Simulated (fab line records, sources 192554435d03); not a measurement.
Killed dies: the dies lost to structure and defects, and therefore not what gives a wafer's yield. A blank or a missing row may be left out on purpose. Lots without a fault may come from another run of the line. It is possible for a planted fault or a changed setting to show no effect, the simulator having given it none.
2 desks, one fault | flow n5-finfet | every desk sees just its own numbers, and what lay behind them comes last

## AT THE TOOL OWNER'S DESK: cmp-04
The tool's own readings at N5_BEOL_M1_CMP_52 (polishes, stops on SiOC, t overpolish 6.8 s, target thk 40 nm): means of the sampled wafers that have a number, for each lot that ran on this tool. If a lot's mean is further than 4 standard deviations from the usual mean, the lot is out of limits and carries the mark OUT (the distance appears in the brackets).
Columns: A = barrier-field-endpoint-s at N5_BEOL_M1_CMP_52, usual 24.6 s; B = head-pressure-psi at N5_BEOL_M1_CMP_52, usual 1.0002 psi; C = motor-current-A at N5_BEOL_M1_CMP_52, usual 6.0 A; D = overpolish-run-s at N5_BEOL_M1_CMP_52, usual 6.799 s; E = time-to-endpoint-s at N5_BEOL_M1_CMP_52, usual 62 s
lot  | first seen here | A               | B                | C   | D     | E
L192 | day 7 02:41     | 24.8            | 0.9995           | 5.8 | 6.800 | 60
L197 | day 8 12:25     | 24.8            | 1.0001           | 6.1 | 6.793 | 62
L199 | day 8 14:28     | 24.6            | 1.0019           | 6.5 | 6.797 | 62
L204 | day 10 14:45    | 23.3            | 1.0006           | 6.3 | 6.803 | 59
L207 | day 10 15:47    | 20.2 (-5.7) OUT | 1.1934 (+84) OUT | 6.3 | 6.797 | 57
L208 | day 11 01:07    | 20.5 (-5.2) OUT | 1.1916 (+83) OUT | 6.9 | 6.799 | 61
This desk finds L207, L208 out of limits, L207 being first, at day 10 15:47 (barrier-field-endpoint-s at N5_BEOL_M1_CMP_52). L192, L197, L199, L204 stayed within limits.

## AT THE METROLOGY DESK
Lot by lot, what the gauges showed, no matter which tool ran the lot: averages of those sampled wafers that carry a number. If a lot's mean is further than 4 standard deviations from the usual mean, the lot is out of limits and carries the mark OUT (the distance appears in the brackets). It has 10 readings; the 7 that lie furthest out on some lot are the ones shown.
Columns: A = DIBL_P at N5_BEOL_M4_RC_MEAS_101, usual 36.2 mV/V; B = IOFF_N at N5_BEOL_M4_RC_MEAS_101, usual 0.16 nA/um; C = IOFF_P at N5_BEOL_M4_RC_MEAS_101, usual 0.21 nA/um; D = ION_N at N5_BEOL_M4_RC_MEAS_101, usual 673 uA/um; E = SS_N at N5_BEOL_M4_RC_MEAS_101, usual 71.6 mV/dec; F = SS_P at N5_BEOL_M4_RC_MEAS_101, usual 73.3 mV/dec; G = VT_N at N5_BEOL_M4_RC_MEAS_101, usual 251 mV
lot  | first seen here | A    | B    | C    | D   | E    | F    | G
L190 | day 7 15:59     | 36.8 | 0.15 | 0.22 | 675 | 71.2 | 73.7 | 252
L192 | day 8 12:02     | 35.1 | 0.15 | 0.18 | 667 | 72.0 | 73.3 | 251
L193 | day 8 17:03     | 38.1 | 0.18 | 0.26 | 672 | 72.0 | 74.1 | 251
L197 | day 9 17:47     | 33.0 | 0.13 | 0.18 | 665 | 70.9 | 73.0 | 253
L199 | day 9 19:12     | 35.8 | 0.16 | 0.19 | 684 | 71.9 | 73.7 | 250
L204 | day 11 16:39    | 34.0 | 0.14 | 0.18 | 659 | 71.2 | 72.4 | 252
L207 | day 11 21:50    | 37.2 | 0.17 | 0.22 | 677 | 72.0 | 73.4 | 250
L208 | day 12 04:56    | 36.2 | 0.15 | 0.19 | 665 | 71.7 | 73.4 | 253
L211 | day 13 07:39    | 35.4 | 0.13 | 0.17 | 663 | 71.1 | 72.4 | 253
L212 | day 13 10:01    | 40.4 | 0.22 | 0.27 | 697 | 72.5 | 74.3 | 245
This desk's verdict: no lot among the 10 shows anything out of limits.

## TAKEN TOGETHER
On L207, L208, at day 10 15:47, an alarm was possible from the tool owner's desk.
The metrology desk saw nothing out of limits.
The metrology desk has L207, L208 on record, within its limits.
Of the lots named, all ran N5_BEOL_M1_CMP_52 on cmp-04.

## WHAT THE SIMULATOR HAD PUT IN
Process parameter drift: cmp-04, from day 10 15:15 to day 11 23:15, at N5_BEOL_M1_CMP_52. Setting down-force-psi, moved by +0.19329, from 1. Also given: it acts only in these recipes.
Lots struck among those shown: L207, L208.
How many hours passed from the start of the fault until each desk's first out-of-limits reading: the tool owner's desk, 1.
